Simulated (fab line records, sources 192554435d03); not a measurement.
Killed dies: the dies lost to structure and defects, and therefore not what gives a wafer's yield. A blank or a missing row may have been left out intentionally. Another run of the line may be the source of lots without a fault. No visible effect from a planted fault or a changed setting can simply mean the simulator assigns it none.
A lot that was struck, set against a sound lot + flow n5 finfet + 32 steps out of a route of 1938
Sound: the wafers L903.1, L903.2, L903.3. Struck: wafer L905.2. (L905.3, L905.6 of the same lot were not struck and are left out.) The cause comes at the end.
At each step with rows: each side's tool, then ch and its chambers, then its first start. Under that, the readings that differ: sound wafers + struck wafers + difference of the means + sigmas: that difference in standard deviations of wafers without a fault.
alike: a reading whose means differ by less than 2 such deviations, as well as words and numbers matching on both sides. not compared: withheld readings; readings where some wafer has no value; bounds like >300 that might hide an equal value; numbers whose values overlap and for which the record gives no deviation.
Wherever a step has rows on one side only, a row that says differs or no value, or a row with sigmas, the two part there. Non-overlapping numbers with no deviation appear without sigmas and do not part them. Lack of a reading on every wafer of one side parts them only where that side has two or more wafers.

first, 7 steps without rows for these wafers: N5_BEOL_M15_COAT_22 (resist thk 800 nm); N5_BEOL_M15_EBR_24; N5_BEOL_M15_SOFTBAKE_23 (time 60 s); N5_BEOL_M15_EXPOSE_25 (exposes mask M15, target cd 400 nm); N5_BEOL_M15_PEB_26 (peb time 90 s); N5_BEOL_M15_DEVELOP_27 (develop time 45 s); N5_BEOL_M15_HARDBAKE_32 (time 120 s).
N5_BEOL_M15_CD_MEAS_28: target cd 407.6 nm.
  sound on cd sem-02 ch 0, day 14 09:36; struck on cd sem-03 ch 0, day 14 11:41
  alike: cd nm
N5_BEOL_M15_OVL_MEAS_29:
  sound on overlay-02 ch 0, day 14 09:38; struck on overlay-01 ch 0, day 14 11:43
  alike: M15_OVL
N5_BEOL_M15_INSPECT_30: inspects for defects (macro).
  sound: defect inspect-02 at day 14 09:39; struck: defect inspect-02 at day 14 11:44
  alike: raw defect count
N5_BEOL_M15_DESCUM_33: chemistry O2, time 7.9 s.
  sound on rie diel-05 ch 1,2,3, day 14 09:42; struck on rie diel-05 ch 1, day 14 11:46
| reading                | sound      | struck | difference | sigmas |
|------------------------|------------|--------|------------|--------|
| rf hours counter h (h) | 245 16 239 | 246    | +79        |        |
  alike: drypump motor current A, oes product au, rf vpp V, showerhead plenum p Torr, throttle valve pct
N5_BEOL_M15_ETCH_61: etches BARC in N2/H2, target depth 89 nm, overetch 26.7 nm, time 67.9 s.
  sound on rie diel-05 ch 1,2,3, day 14 09:44; struck on rie diel-05 ch 1, day 14 11:48
| reading                | sound      | struck | difference | sigmas |
|------------------------|------------|--------|------------|--------|
| rf hours counter h (h) | 245 16 239 | 246    | +79        |        |
  alike: bias w, drypump motor current A, oes product au, rf vpp V, showerhead plenum p Torr, throttle valve pct
N5_BEOL_M15_TRENCH_ETCH_34: etches SiO2 in C4F8/O2/Ar, target depth 872.93 nm, time 199 s.
  sound on rie diel-05 ch 1,2,3, day 14 09:47; struck on rie diel-05 ch 1, day 14 11:51
| reading                                    | sound           | struck | difference | sigmas |
|--------------------------------------------|-----------------|--------|------------|--------|
| bias w (W)                                 | 2043 2046 2038  | 1461   | -581       | -97    |
| rf hours counter h (h)                     | 245 16 239      | 246    | +79        |        |
| rf vpp V (V)                               | 2232 2174 2201  | 1753   | -449       | -13    |
| model.etch.depth nm (nm)                   | 818 866.4 850.1 | 750.9  | -93.9      |        |
| model.coat_of_BEOL_M15_COAT_22.thk nm (nm) | 554 540.6 544.2 | 576    | +30        |        |
  alike: O2_flow_sccm, drypump motor current A, oes_f_703_au, oes product au, showerhead plenum p Torr, throttle valve pct
then, 2 steps without rows for these wafers: N5_BEOL_M15_STRIP_36 (strips in O2); N5_BEOL_M15_STRIP_62 (strips in O2).
N5_BEOL_M15_STRIP_37: strips in O2.
  sound: rie diel-05 ch 0,2,3; struck: rie diel-05 ch 1
| reading                | sound     | struck | difference | sigmas |
|------------------------|-----------|--------|------------|--------|
| rf hours counter h (h) | 50 239 17 | 246    | +144       |        |
  alike: drypump motor current A, oes product au, rf vpp V, showerhead plenum p Torr, throttle valve pct
then, 5 steps without rows for these wafers: N5_BEOL_M15_ETCH_38 (etches SiCN in CF4/N2, target depth 106.4 nm, time 120.5 s); N5_BEOL_M15_PRECLEAN_39 (cleans in residue remover, time 60 s); N5_BEOL_M15_SRD_40 (time 30 s, dry time 30 s); N5_BEOL_M15_DEGAS_41 (time 60 s); N5_BEOL_M15_PRE_CLEAN_42 (time 30 s).
N5_BEOL_M15_SPUTTER_43: material TaN, target thk 15 nm, time 24.19 s.
  sound: pvd sputter-01 at day 14 11:06; struck: pvd sputter-01 at day 14 13:52
  alike: bias v, substrate temp c, throttle valve pct
then, 4 steps without rows for these wafers: N5_BEOL_M15_SPUTTER_44 (material Ta, target thk 15 nm, time 24.19 s); N5_BEOL_M15_SPUTTER_45 (material Cu, target thk 100 nm, time 16.67 s); N5_BEOL_M15_ECD_47 (material Cu, target thk 1860 nm); N5_BEOL_M15_ANNEAL_48 (time 90 s).
N5_BEOL_M15_CMP_49: polishes, stops on SiO2, t overpolish 4.9 s, target thk 850 nm.
  sound on cmp-02 ch 0,1,3, day 14 11:58; struck on cmp-04 ch 3, day 14 14:45
| reading                                 | sound             | struck | difference | sigmas |
|-----------------------------------------|-------------------|--------|------------|--------|
| barrier field endpoint s (s)            | 11.28 11.45 11.28 | 12.31  | +0.97      | +4     |
| model.Cu_of_BEOL_M15_ECD_47.thk nm (nm) | 794.8 844.6 827   | 728.6  | -93.5      |        |
  alike: clearing platen down force psi, clearing platen rpm, motor current A, overpolish run s
N5_BEOL_M15_THK_MEAS_50: measures by xrf.
  sound: film metro-01 at day 14 12:13; struck: film metro-01 at day 14 14:58
| reading      | sound       | struck | difference | sigmas |
|--------------|-------------|--------|------------|--------|
| M15_THK (nm) | 805 852 834 | 739    | -91        | -4     |
then, 1 step without rows for these wafers: N5_BEOL_M15_PRE_CLEAN_52 (time 15 s).
N5_BEOL_M15_DEP_53: deposits SiCN from 3MS/NH3, target thk 50 nm, time 17.8 s.
  sound on pecvd-01 ch 0,1,2, day 14 12:17; struck on pecvd-04 ch 1, day 14 15:02
  alike: showerhead plenum p Torr, throttle valve pct
N5_BEOL_M15_RS_MEAS_54: measures by four-point-probe.
  sound: film metro-02 at day 14 12:21; struck: film metro-02 at day 14 15:06
| reading         | sound                | struck | difference | sigmas |
|-----------------|----------------------|--------|------------|--------|
| M15_RS (ohm/sq) | 0.0231 0.0218 0.0222 | 0.0253 | +0.0029    | +5     |
N5_BEOL_M15_INSPECT_55: inspects for defects (darkfield).
  sound: defect inspect-01 at day 14 12:22; struck: defect inspect-01 at day 14 15:08
  alike: raw defect count

== WHERE THEY PART ==
Earliest at N5_BEOL_M15_TRENCH_ETCH_34; latest, in this record, at N5_BEOL_M15_RS_MEAS_54. Later steps at which nothing parts them and some readings are alike: N5_BEOL_M15_INSPECT_55.

WHY: whatever the simulator had introduced
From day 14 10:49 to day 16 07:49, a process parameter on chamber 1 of rie diel-05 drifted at N5_BEOL_M15_TRENCH_ETCH_34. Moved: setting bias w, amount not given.
